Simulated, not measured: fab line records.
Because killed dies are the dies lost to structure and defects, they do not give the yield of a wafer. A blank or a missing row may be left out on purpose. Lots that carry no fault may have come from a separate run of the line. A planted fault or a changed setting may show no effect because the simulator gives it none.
Split-lot experiment ; flow n5_finfet ; 21 wafers read from 7 lots, route of 1938 steps

== THE SPLIT ITSELF ==
At N5_PASSIVATION_ETCH_54 (etches SiO2 in CHF3/O2, target depth 880 nm, time 440 s), the setting time_s was moved away from the recipe's 440 s on 4 of the 21 wafers read, by +5.8% to +10.8%. This setting was run at the recipe's value on the other wafers.

The reading comes from the split's own step.

== THE READING ==
etch.depth_nm (the simulator's own value, which no gauge read), in nm, at N5_PASSIVATION_ETCH_54 (etches SiO2 in CHF3/O2, target depth 880 nm, time 440 s). The file does not state a usual value for it. Here, 17 wafers ran the recipe; their average is 876.2 nm with a standard deviation of 13 nm.

wafer;tool, chamber at the split;time_s as run, s;against the recipe;etch.depth_nm, nm;against lot-mates on the recipe
L079.3;rie_diel-05, 3;440;recipe;898.6;-
L079.5;rie_diel-05, 1;487.5;+10.8%;980.8;+98.0
L079.6;rie_diel-05, 0;440;recipe;867;-
L081.2;rie_diel-01, 3;440;recipe;886.3;-
L081.4;rie_diel-01, 1;475.8;+8.1%;951.8;+72.4
L081.6;rie_diel-01, 0;440;recipe;872.5;-
L090.1;rie_diel-03, 1;465.6;+5.8%;912.4;+46.5
L090.2;rie_diel-03, 2;465.6;+5.8%;967.6;+101.7
L090.6;rie_diel-03, 1;440;recipe;865.9;-
L087.2;rie_diel-01, 2;440;recipe;875.8;-
L087.3;rie_diel-01, 0;440;recipe;859.2;-
L087.6;rie_diel-01, 1;440;recipe;875;-
L091.1;rie_diel-01, 2;440;recipe;874.3;-
L091.4;rie_diel-01, 2;440;recipe;875.6;-
L091.5;rie_diel-01, 0;440;recipe;870.3;-
L097.3;rie_diel-03, 0;440;recipe;866.3;-
L097.4;rie_diel-03, 1;440;recipe;864.2;-
L097.5;rie_diel-03, 2;440;recipe;896.4;-
L096.3;rie_diel-03, 3;440;recipe;877.3;-
L096.5;rie_diel-03, 1;440;recipe;863.4;-
L096.6;rie_diel-03, 2;440;recipe;908;-

THE FIT
A straight line over all 21 wafers: etch.depth_nm changes by +9.89 nm for each +1% of time_s; r = +0.90; the points scatter about the line by 16 nm.
The same after taking each lot's own level away (the mean of its wafers on the recipe; 21 wafers): +9.93 nm for each +1%; r = +0.90; scatter 16 nm.
On that fit, the largest move of time_s shifts the reading by 1.1e+02 nm.
Measured against the standard deviation above, the lots' own levels, which go from 865.90 to 882.90 nm, span 1.3 times it.
The two slopes agree, so the slope changes little with the lot-to-lot level.
Check: with one of the wafers moved furthest among these (+10.8%) left out of the fit, the line predicts +117 nm for it against its lot-mates. It came out at +98 nm against them.

== THE OTHER SPLITS THESE WAFERS WENT THROUGH ==
These wafers also went through other splits before the reading. Each is held against what the fit with the lots' levels taken away leaves over:
other split on the same wafers;wafers away from the commonest value;r with etch.depth_nm (lot level and that fit taken away)
N5_BEOL_M13_ILD_DEP_00 time_s;9;+0.17
N5_BEOL_M13_ETCH_59 time_s;6;-0.06
N5_BEOL_M13_VIA_ETCH_16 target_depth_a;9;-0.09
N5_BEOL_M14_TRENCH_ETCH_34 bias_w;4;+0.39
N5_BEOL_M15_SPUTTER_44 power_w;9;-0.15

== THE WHOLE CHAIN: every reading that the file lists as answering this split, in the file's order ==
step;what it does;reading;change (the file's fit);r (the file's)
N5_PASSIVATION_ETCH_54;etches SiO2 in CHF3/O2, target depth 880 nm, time 440 s;PASSIVATION.feature_depth_nm (the simulator's own value, which no gauge read);+9.59 nm for each +1% of the setting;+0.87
N5_PASSIVATION_ETCH_54;etches SiO2 in CHF3/O2, target depth 880 nm, time 440 s;etch.depth_nm (the simulator's own value, which no gauge read);+9.6 nm for each +1% of the setting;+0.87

== FILE'S OWN FIT ==
etch.depth_nm changes by +9.6 nm for each +1% of time_s, r = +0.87.
